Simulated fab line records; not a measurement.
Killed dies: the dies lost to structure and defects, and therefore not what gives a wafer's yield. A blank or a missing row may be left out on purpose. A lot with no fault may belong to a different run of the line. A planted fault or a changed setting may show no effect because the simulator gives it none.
Which tool did it? | flow n5Finfet | 72 wafers from 24 lots sampled at 2 of the route's 1938 steps

## WHAT THE GAUGES SHOWED, per wafer
N5_BEOL_M15_CD_MEAS_17: the cd target is 360 nm.
lot  | measured     | on       | cdNm (nm)
L074 | day 12 01:14 | cdSem-02 | 356.2 356.3 358.8
L076 | day 12 21:22 | cdSem-01 | 358.6 359.7 358.6
L075 | day 13 00:07 | cdSem-02 | 360.1 358.8 357.4
L077 | day 13 01:53 | cdSem-01 | 359.8 357.8 360.8
L080 | day 13 03:49 | cdSem-02 | 364.3 360.0 363.7
L078 | day 13 04:25 | cdSem-02 | 361.0 362.2 360.7
L079 | day 13 05:04 | cdSem-01 | 357.5 358.9 360.5
L081 | day 14 09:11 | cdSem-02 | 359.6 362.2 362.4
L084 | day 14 10:37 | cdSem-03 | 362.9 360.3 362.9
L082 | day 14 13:36 | cdSem-02 | 361.1 360.5 359.9
L083 | day 14 15:32 | cdSem-02 | 360.3 359.6 358.7
L086 | day 15 15:13 | cdSem-03 | 358.3 358.6 358.0
L087 | day 15 15:23 | cdSem-02 | 360.7 358.7 360.4
L088 | day 15 15:27 | cdSem-03 | 360.9 360.2 359.3
L090 | day 16 04:07 | cdSem-02 | 357.5 356.5 357.7
L085 | day 16 04:13 | cdSem-01 | 359.7 358.1 362.6
L089 | day 16 04:32 | cdSem-03 | 356.9 356.1 358.7
L092 | day 16 07:05 | cdSem-03 | 360.6 360.7 360.8
L091 | day 16 22:50 | cdSem-03 | 360.6 361.5 363.9
L094 | day 17 05:16 | cdSem-02 | 358.0 359.1 361.7
L095 | day 17 08:15 | cdSem-02 | 358.8 359.0 359.0
L093 | day 17 09:06 | cdSem-02 | 357.1 357.5 357.7
L096 | day 17 17:17 | cdSem-02 | 355.7 359.2 361.2
L097 | day 18 10:37 | cdSem-03 | 360.1 359.0 358.4

## TOOL THAT RAN EACH LOT (tool first, then ch and the chambers of the sampled wafers, then the start)
lot  | N5_BEOL_M15_DESCUM_15
L074 | rieDiel-03 ch 0,2, day 12 00:44
L076 | rieDiel-02 ch 1,2, day 12 20:52
L075 | rieDiel-02 ch 1,2, day 12 23:38
L077 | rieDiel-02 ch 1,2,3, day 13 01:23
L080 | rieDiel-03 ch 1,2,3, day 13 03:19
L078 | rieDiel-04 ch 0,3, day 13 03:54
L079 | rieDiel-02 ch 1,3, day 13 04:34
L081 | rieDiel-02 ch 2,3, day 14 08:41
L084 | rieDiel-02 ch 0,1,3, day 14 10:07
L082 | rieDiel-03 ch 1,3, day 14 13:06
L083 | rieDiel-02 ch 1,2,3, day 14 15:02
L086 | rieDiel-03 ch 1,3, day 15 14:43
L087 | rieDiel-04 ch 0,2, day 15 14:53
L088 | rieDiel-02 ch 0,1, day 15 14:57
L090 | rieDiel-03 ch 1,2,3, day 16 03:38
L085 | rieDiel-02 ch 1,3, day 16 03:43
L089 | rieDiel-03 ch 0,2,3, day 16 04:02
L092 | rieDiel-02 ch 0,2, day 16 06:35
L091 | rieDiel-04 ch 1,2,3, day 16 22:20
L094 | rieDiel-02 ch 0,1,2, day 17 04:46
L095 | rieDiel-03 ch 0,2,3, day 17 07:44
L093 | rieDiel-03 ch 0,2,3, day 17 08:36
L096 | rieDiel-03 ch 1,2,3, day 17 16:47
L097 | rieDiel-02 ch 2,3, day 18 10:08
- N5_BEOL_M15_DESCUM_15: chemistry O2, time 7.9 s.

## WHAT THE TOOLS THEMSELVES READ (means of the sampled wafers that have a number; where no wafer has one, the mark that the record gives instead)
N5_BEOL_M15_DESCUM_15.
lot  | tool       | drypumpMotorCurrentA (A) | oesProductAu (a.u.) | rfVppV (V) | showerheadPlenumPTorr (Torr) | throttleValvePct (%)
L074 | rieDiel-03 | 5.3                      | 0.89                | 242.2      | 2.07                         | 20.60
L076 | rieDiel-02 | 5.3                      | 0.81                | 244.5      | 2.14                         | 20.46
L075 | rieDiel-02 | 5.3                      | 0.80                | 244.3      | 2.14                         | 20.46
L077 | rieDiel-02 | 5.9                      | 0.79                | 242.6      | 2.10                         | 20.34
L080 | rieDiel-03 | 5.9                      | 0.80                | 243.3      | 2.11                         | 20.31
L078 | rieDiel-04 | 6.1                      | 0.71                | 241.9      | 2.00                         | 20.31
L079 | rieDiel-02 | 6.6                      | 0.73                | 242.6      | 2.11                         | 20.47
L081 | rieDiel-02 | 6.0                      | 0.83                | 242.9      | 2.06                         | 20.11
L084 | rieDiel-02 | 6.3                      | 0.81                | 243.0      | 2.11                         | 20.48
L082 | rieDiel-03 | 6.1                      | 0.86                | 243.5      | 2.12                         | 19.96
L083 | rieDiel-02 | 5.9                      | 0.77                | 242.8      | 2.10                         | 20.35
L086 | rieDiel-03 | 6.0                      | 0.78                | 243.6      | 2.10                         | 20.10
L087 | rieDiel-04 | 5.7                      | 0.71                | 240.6      | 1.97                         | 20.38
L088 | rieDiel-02 | 6.3                      | 0.97                | 243.5      | 2.15                         | 20.52
L090 | rieDiel-03 | 5.9                      | 0.87                | 243.3      | 2.10                         | 20.22
L085 | rieDiel-02 | 6.6                      | 0.90                | 243.0      | 2.10                         | 20.27
L089 | rieDiel-03 | 5.5                      | 0.88                | 243.4      | 2.08                         | 20.42
L092 | rieDiel-02 | 5.3                      | 0.88                | 243.5      | 2.14                         | 20.62
L091 | rieDiel-04 | 5.6                      | 0.80                | 242.3      | 2.04                         | 20.10
L094 | rieDiel-02 | 5.7                      | 0.88                | 243.9      | 2.14                         | 20.52
L095 | rieDiel-03 | 5.5                      | 0.86                | 242.7      | 2.07                         | 20.45
L093 | rieDiel-03 | 5.5                      | 0.86                | 242.5      | 2.07                         | 20.45
L096 | rieDiel-03 | 5.9                      | 0.85                | 243.1      | 2.10                         | 20.23
L097 | rieDiel-02 | 6.0                      | 0.80                | 242.8      | 2.05                         | 20.15

## THE ANSWER, worked out from the rows above alone
Rule: what is usual is taken from the lots themselves. Put in order of their means at a reading, lots are off if they are a third of the lots or fewer, leave a main group of 4 or more, and stand apart from it by a gap of 3 or more times the standard deviation of the main group's means; of several such gaps the widest counts. If all means in a main group match to the digits the tables above print for the reading, that group is not used. Also off: a lot with no number at a reading for which 4 or more lots have one. Any other lot the step has rows for is counted as sound. The gauges are gone through in route order, then the tools' own readings, and for those a lot's mean is taken as printed above. The first step at which some lot is off is used, and at that step the reading that is off furthest; a lot without a number counts as furthest.
Across all readings shown, no lot is off: no conclusion can be drawn from this.

## WHAT THE SIMULATOR HAD PUT IN
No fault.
